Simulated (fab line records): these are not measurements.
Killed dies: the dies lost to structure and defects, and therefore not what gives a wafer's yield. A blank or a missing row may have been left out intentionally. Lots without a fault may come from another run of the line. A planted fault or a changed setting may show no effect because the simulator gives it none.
Matching of chambers    flow nandHarc    NHARC_P_GATE_DESCUM_31 on rieDiel-10 has 4 sister chambers
The step chemistry O2, time 3 s. 14 wafers are shown with their chamber, then 7 later ones without.

## WAFERS PAIRED WITH THEIR CHAMBERS
wafer   chamber  showerheadPlenumPTorr (Torr)  drypumpMotorCurrentA (A)  oesProductAu (a.u.)
L172.1  1        1.92                          5.62                      1.022
L172.2  3        2.05                          5.89                      0.996
L172.6  2        1.99                          6.03                      1.011
L176.2  2        1.99                          6.09                      1.016
L176.3  3        2.05                          5.87                      1.000
L176.6  0        2.03                          5.31                      0.996
L174.2  1        1.92                          5.62                      1.009
L174.3  0        2.03                          5.30                      1.007
L174.4  3        2.05                          5.90                      0.996
L181.1  3        2.05                          5.87                      0.990
L181.4  1        1.92                          5.64                      1.005
L181.6  3        2.05                          5.90                      0.979
L183.1  3        2.05                          5.91                      0.994
L183.4  1        1.91                          5.63                      1.015

SIGNATURES (means of the wafers above)
reading                chamber 0  chamber 1  chamber 2  chamber 3  scatter within a chamber
showerheadPlenumPTorr  2.0300     1.9175     1.9900     2.0500     0.00274
drypumpMotorCurrentA   5.3050     5.6275     6.0600     5.8900     0.0188
oesProductAu           1.00150    1.01275    1.01350    0.99250    0.00714
Rule: a wafer lies at a distance from a chamber equal to the root of the sum of squares, over the readings, of (its reading less the chamber's mean, divided by the reading's scatter). If the next closest chamber is less than 2 further off than the closest, the wafer can't be placed; otherwise it belongs to the closest. The scatter is the square root of a quotient: the sum, over the shown wafers, of each reading's squared deviation from its chamber's mean, divided by wafers minus chambers.

## WAFERS WITH NO CHAMBER GIVEN
wafer   showerheadPlenumPTorr (Torr)  drypumpMotorCurrentA (A)  oesProductAu (a.u.)
L183.5  1.99                          6.04                      1.006
L189.1  2.04                          5.89                      0.987
L189.3  1.91                          5.62                      0.997
L189.4  2.03                          5.34                      0.981
L193.1  2.03                          5.28                      0.998
L193.3  2.04                          5.90                      0.990
L193.5  1.98                          6.02                      0.997

## WHICH CHAMBER EACH WENT THROUGH
wafer   from the rows above  in truth
L183.5  2                    2
L189.1  3                    3
L189.3  1                    1
L189.4  0                    0
L193.1  0                    0
L193.3  3                    3
L193.5  2                    2
Correctly placed: 7 of 7. Left unplaced by these rows: 0. Placed wrongly: 0.
